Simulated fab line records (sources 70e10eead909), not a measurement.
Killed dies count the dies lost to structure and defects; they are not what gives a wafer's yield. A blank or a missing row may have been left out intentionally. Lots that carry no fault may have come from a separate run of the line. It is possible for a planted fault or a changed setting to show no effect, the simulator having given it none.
Chamber matching / flow nand harc / pecvd-04 running NHARC_A_STAIRCASE_DEP_259: 3 sister chambers
The step deposits SiON, target thk 30 nm. 24 wafers are shown with their chamber, then 12 later ones without.

EACH WAFER AND ITS CHAMBER
wafer=L076.1; chamber=0; showerhead vpp V (V)=1071; heater power w (W)=886
wafer=L076.4; chamber=0; showerhead vpp V (V)=1086; heater power w (W)=878
wafer=L076.6; chamber=2; showerhead vpp V (V)=1161; heater power w (W)=713
wafer=L078.2; chamber=1; showerhead vpp V (V)=1135; heater power w (W)=683
wafer=L078.5; chamber=0; showerhead vpp V (V)=1060; heater power w (W)=806
wafer=L078.6; chamber=1; showerhead vpp V (V)=1132; heater power w (W)=672
wafer=L077.1; chamber=1; showerhead vpp V (V)=1145; heater power w (W)=776
wafer=L077.3; chamber=2; showerhead vpp V (V)=1155; heater power w (W)=750
wafer=L077.5; chamber=2; showerhead vpp V (V)=1166; heater power w (W)=765
wafer=L086.1; chamber=2; showerhead vpp V (V)=1169; heater power w (W)=730
wafer=L086.2; chamber=0; showerhead vpp V (V)=1075; heater power w (W)=902
wafer=L086.3; chamber=1; showerhead vpp V (V)=1143; heater power w (W)=827
wafer=L088.4; chamber=0; showerhead vpp V (V)=1088; heater power w (W)=874
wafer=L088.5; chamber=2; showerhead vpp V (V)=1152; heater power w (W)=759
wafer=L088.6; chamber=1; showerhead vpp V (V)=1138; heater power w (W)=807
wafer=L091.2; chamber=0; showerhead vpp V (V)=1081; heater power w (W)=887
wafer=L091.4; chamber=2; showerhead vpp V (V)=1166; heater power w (W)=802
wafer=L091.6; chamber=1; showerhead vpp V (V)=1118; heater power w (W)=816
wafer=L089.1; chamber=0; showerhead vpp V (V)=1067; heater power w (W)=884
wafer=L089.3; chamber=2; showerhead vpp V (V)=1152; heater power w (W)=777
wafer=L089.6; chamber=1; showerhead vpp V (V)=1140; heater power w (W)=709
wafer=L092.2; chamber=0; showerhead vpp V (V)=1078; heater power w (W)=857
wafer=L092.3; chamber=2; showerhead vpp V (V)=1159; heater power w (W)=708
wafer=L092.6; chamber=2; showerhead vpp V (V)=1158; heater power w (W)=713

SIGNATURES (averages over the wafers above)
reading=showerhead vpp V; chamber 0=1075.75; chamber 1=1135.86; chamber 2=1159.78; scatter within a chamber=8.27
reading=heater power w; chamber 0=871.75; chamber 1=755.71; chamber 2=746.33; scatter within a chamber=44.1
Rule: a wafer's distance from a chamber is the root of the sum, over the readings, of the square of ((its reading less the chamber's mean) divided by the reading's scatter). If the next closest chamber is less than 2 further off than the closest, the wafer can't be placed; otherwise it belongs to the closest. The scatter is the square root of a quotient: the sum, over the shown wafers, of each reading's squared deviation from its chamber's mean, divided by wafers minus chambers.

WAFERS WITH NO CHAMBER GIVEN
wafer=L093.1; showerhead vpp V (V)=1143; heater power w (W)=832
wafer=L093.2; showerhead vpp V (V)=1077; heater power w (W)=841
wafer=L093.3; showerhead vpp V (V)=1149; heater power w (W)=797
wafer=L095.2; showerhead vpp V (V)=1150; heater power w (W)=801
wafer=L095.4; showerhead vpp V (V)=1171; heater power w (W)=789
wafer=L095.6; showerhead vpp V (V)=1136; heater power w (W)=715
wafer=L094.1; showerhead vpp V (V)=1151; heater power w (W)=799
wafer=L094.4; showerhead vpp V (V)=1123; heater power w (W)=749
wafer=L094.6; showerhead vpp V (V)=1180; heater power w (W)=709
wafer=L097.1; showerhead vpp V (V)=1093; heater power w (W)=826
wafer=L097.2; showerhead vpp V (V)=1143; heater power w (W)=851
wafer=L097.6; showerhead vpp V (V)=1154; heater power w (W)=862

WHICH CHAMBER EACH ONE RAN IN
wafer=L093.1; from the rows above=can't be placed: 1 or 2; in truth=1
wafer=L093.2; from the rows above=0; in truth=0
wafer=L093.3; from the rows above=can't be placed: 2 or 1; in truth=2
wafer=L095.2; from the rows above=can't be placed: 2 or 1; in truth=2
wafer=L095.4; from the rows above=2; in truth=2
wafer=L095.6; from the rows above=1; in truth=1
wafer=L094.1; from the rows above=can't be placed: 2 or 1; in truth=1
wafer=L094.4; from the rows above=1; in truth=1
wafer=L094.6; from the rows above=2; in truth=2
wafer=L097.1; from the rows above=0; in truth=0
wafer=L097.2; from the rows above=can't be placed: 1 or 2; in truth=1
wafer=L097.6; from the rows above=can't be placed: 2 or 1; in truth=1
6 of 12 placed correctly. Cannot be placed on the basis of these rows: 6; the candidates contain the true chamber in 6. Placed wrongly: 0.
